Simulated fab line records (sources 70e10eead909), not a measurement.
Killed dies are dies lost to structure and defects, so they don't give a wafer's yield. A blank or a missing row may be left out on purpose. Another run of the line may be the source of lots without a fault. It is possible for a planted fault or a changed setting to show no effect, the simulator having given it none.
A lot that was struck, set against a sound lot -- flow nand_harc -- 40 out of 1159 route steps
Sound: these wafers, L255.3, L255.4, L255.5. Struck: wafer L261.4. (L261.2, L261.5 of the same lot were not struck and are left out.) The cause comes at the end.
Each step with rows lists, per side, the tool, then ch with its chambers, then its first start. Under that, the readings that differ: sound wafers -- struck wafers -- difference of the means -- sigmas: that difference in standard deviations of wafers without a fault.
alike: words and numbers the same on both sides, and readings whose means are apart by under 2 such deviations; not compared: readings that were withheld, readings missing a value for some wafer, numbers with overlapping values and no deviation given by the record, and bounds like >300 which may hide the same value.
A row with sigmas, a row that says differs or no value, or rows on one side alone: a step with any of these is where the two part. Numbers that have no deviation but don't overlap get no sigmas and don't part them. A reading missing from all wafers of one side parts the sides only when that side holds two or more wafers.

NHARC_P_CONTACT_CD_MEAS_19:
  sound on cd_sem-01 at day 5 23:33; struck on cd_sem-02 at day 7 10:46
  alike: cd_nm
NHARC_P_CONTACT_STRIP_28: strips in O2.
  sound on rie_diel-10 ch 0,1,2, day 5 23:40; struck on rie_diel-10 ch 1, day 7 10:51
  alike: drypump_motor_current_A, mfc_ar_sccm, oes_product_au, rf_vpp_V, showerhead_plenum_p_Torr, throttle_valve_pct
  not compared: rf_hours_counter_h
then, 1 step without rows for these wafers: NHARC_P_CONTACT_STRIP_29 (strips in post etch residue remover, time 1200 s).
NHARC_P_CONTACT_DEGAS_38: time 60 s.
  sound on pvd_sputter-01 at day 6 00:18; struck on pvd_sputter-03 at day 7 11:28
  alike: heater_power_w
then, 6 steps without rows for these wafers: NHARC_P_CONTACT_PRE_CLEAN_39 (time 19.5 s); NHARC_P_CONTACT_PVD_32 (deposits Ti, target thk 5 nm, time 17.7 s); NHARC_P_CONTACT_ALD_22 (deposits TiN, target thk 3 nm, pulse time 1 s, ald cycles 150); NHARC_P_CONTACT_CVD_23 (deposits W, target thk 200 nm, time 557 s); NHARC_P_CONTACT_CMP_24 (polishes, t overpolish 30 s, target thk 200 nm); NHARC_P_CONTACT_SRD_26.
NHARC_P_CONTACT_INSPECT_27:
  sound on defect_inspect-02 at day 6 05:43; struck on defect_inspect-01 at day 7 14:52
  alike: raw_defect_count
NHARC_P_M0_DEP_00: deposits SiOC, target thk 150 nm.
  sound on pecvd-03 ch 0,1,2, day 6 05:49; struck on pecvd-03 ch 0,1,2, day 7 14:56
then, 9 steps without rows for these wafers: NHARC_P_M0_DEHYDRATE_01 (time 120 s); NHARC_P_M0_HMDS_02 (time 30 s); NHARC_P_M0_COAT_33 (time 65 s); NHARC_P_M0_COAT_03 (resist thk 90 nm); NHARC_P_M0_SOFTBAKE_04 (time 55 s); NHARC_P_M0_EBR_05; NHARC_P_M0_EXPOSE_06 (exposes mask P M0, target cd 90 nm); NHARC_P_M0_PEB_07 (peb time 65 s); NHARC_P_M0_DEVELOP_08 (develop time 35 s).
NHARC_P_M0_CD_MEAS_09: target cd 90 nm.
  sound on cd_sem-02 ch 0, day 6 06:29; struck on cd_sem-01 ch 0, day 7 15:46
  alike: cd_nm
NHARC_P_M0_OVL_MEAS_10: pitch 180 nm.
  sound on overlay-02 at day 6 06:34; struck on overlay-02 at day 7 15:51
reading,sound,struck,difference,sigmas
overlay_x_nm (nm),-1.8 -1.8 -1.7,0.0,+1.8,+2
  alike: overlay_y_nm
NHARC_P_M0_INSPECT_11:
  sound on defect_inspect-01 at day 6 06:37; struck on defect_inspect-01 at day 7 15:53
  alike: raw_defect_count
then, 3 steps without rows for these wafers: NHARC_P_M0_DESCUM_14 (chemistry O2, time 3 s); NHARC_P_M0_ETCH_34 (etches the open film in N2/H2, target depth 40 nm, overetch 12 nm, time 43.94 s); NHARC_P_M0_ETCH_15 (etches the open film in C4F8/Ar, target depth 150 nm, overetch 15 nm, time 82.5 s).
NHARC_P_M0_CD_MEAS_16:
  sound on cd_sem-02 at day 6 06:58; struck on cd_sem-03 at day 7 16:15
  alike: cd_nm
NHARC_P_M0_STRIP_18: strips in N2/H2.
  sound on rie_diel-05 ch 0,2,3, day 6 07:05; struck on rie_diel-03 ch 2, day 7 16:22
  alike: drypump_motor_current_A, mfc_ar_sccm, oes_product_au, rf_vpp_V, showerhead_plenum_p_Torr, throttle_valve_pct
  not compared: rf_hours_counter_h
then, 2 steps without rows for these wafers: NHARC_P_M0_STRIP_19 (strips in post etch residue remover, time 600 s); NHARC_P_M0_DEGAS_28 (time 60 s).
NHARC_P_M0_PRE_CLEAN_29: time 30 s.
  sound on pvd_sputter-03; struck on pvd_sputter-02
  alike: heater_power_w
then, 4 steps without rows for these wafers: NHARC_P_M0_PVD_20 (deposits TaN, target thk 5 nm, time 8.06 s); NHARC_P_M0_PVD_21 (deposits Cu, target thk 30 nm, time 20.49 s); NHARC_P_M0_ECD_22 (material Cu, target thk 400 nm); NHARC_P_M0_ANNEAL_30 (time 90 s).
NHARC_P_M0_CMP_23: polishes, t overpolish 20 s, target thk 117.53 nm.
  sound on cmp-04 ch 0,2, day 6 08:41; struck on cmp-04 ch 2, day 7 18:01
  alike: motor_current_A, slurry_flow_ml_min, time_to_endpoint_s
following that, these wafers have no rows for 1 step: NHARC_P_M0_SRD_25.
NHARC_P_M0_INSPECT_27:
  sound on defect_inspect-02 at day 6 09:10; struck on defect_inspect-01 at day 7 18:28
reading,sound,struck,difference,sigmas
raw_defect_count,784 768 501,371,-313,-2
-- the record jumps here: 13 days lie between the struck wafers' starts before and after (it left off in module P_M0 and takes up again in module END, whose first step shown is number 1159 of the route) --
NHARC_END_SORT_01:
  here the record holds rows for the struck wafers (prober-02 ch 0, day 21 05:46) but none for the sound ones

WHERE THEY PART
At NHARC_P_M0_OVL_MEAS_10 first; at NHARC_END_SORT_01 last (within this record only).

WHY: whatever the simulator had introduced
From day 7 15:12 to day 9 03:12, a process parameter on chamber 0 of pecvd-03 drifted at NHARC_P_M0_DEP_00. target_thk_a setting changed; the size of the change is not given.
